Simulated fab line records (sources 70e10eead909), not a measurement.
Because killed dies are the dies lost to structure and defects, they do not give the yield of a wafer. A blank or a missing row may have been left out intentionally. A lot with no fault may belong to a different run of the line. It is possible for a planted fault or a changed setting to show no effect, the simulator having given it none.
Chamber matching    flow nand_harc    NHARC_P_GATE_ETCH_104 on rie_diel-01: 4 sister chambers
The step etches the open film in CF4/CHF3, target depth 60 nm. 14 wafers are shown with their chamber, then 7 later ones without.

## WAFERS WITH THEIR CHAMBER
wafer   chamber  showerhead_plenum_p_Torr (Torr)  drypump_motor_current_A (A)  rf_vpp_V (V)
L727.1  0        1.52                             5.5                          369.2
L727.4  1        1.66                             5.7                          371.2
L727.5  3        1.49                             6.0                          367.3
L732.1  3        1.49                             6.0                          367.8
L732.4  1        1.66                             5.8                          372.3
L732.5  1        1.66                             5.7                          374.3
L741.2  0        1.52                             5.5                          368.2
L741.4  1        1.65                             5.7                          373.5
L741.5  2        1.64                             5.4                          371.6
L743.2  1        1.65                             5.7                          373.9
L743.4  3        1.49                             6.0                          367.5
L743.6  0        1.52                             5.5                          368.7
L744.1  2        1.64                             5.4                          372.5
L744.2  1        1.65                             5.8                          374.0

SIGNATURES (means of the wafers above)
reading                   chamber 0  chamber 1  chamber 2  chamber 3  scatter within a chamber
showerhead_plenum_p_Torr  1.5200     1.6550     1.6400     1.4900     0.00387
drypump_motor_current_A   5.500      5.733      5.400      6.000      0.0365
rf_vpp_V                  368.700    373.200    372.050    367.533    0.909
Rule: for each reading, subtract the chamber's mean from the wafer's reading, divide by that reading's scatter and square the result; add these up over the readings and take the root, which gives the wafer's distance from the chamber. If the next closest chamber is less than 2 further off than the closest, the wafer can't be placed; otherwise it belongs to the closest. The scatter: the root of (the sum of the squares of (reading less its chamber's mean) over the shown wafers, divided by (wafers less chambers)).

## WAFERS WITHOUT THEIR CHAMBER
wafer   showerhead_plenum_p_Torr (Torr)  drypump_motor_current_A (A)  rf_vpp_V (V)
L744.5  1.52                             5.5                          368.5
L747.1  1.65                             5.7                          376.1
L747.4  1.49                             6.0                          365.9
L747.6  1.65                             5.7                          374.1
L748.1  1.63                             5.4                          371.6
L748.3  1.52                             5.5                          369.1
L748.5  1.65                             5.7                          372.6

## EACH ONE'S CHAMBER
wafer   from the rows above  in truth
L744.5  0                    0
L747.1  1                    1
L747.4  3                    3
L747.6  1                    1
L748.1  2                    2
L748.3  0                    0
L748.5  1                    1
Correct placement for 7 of the 7. Can't be placed from these rows: 0. 0 placed wrongly.
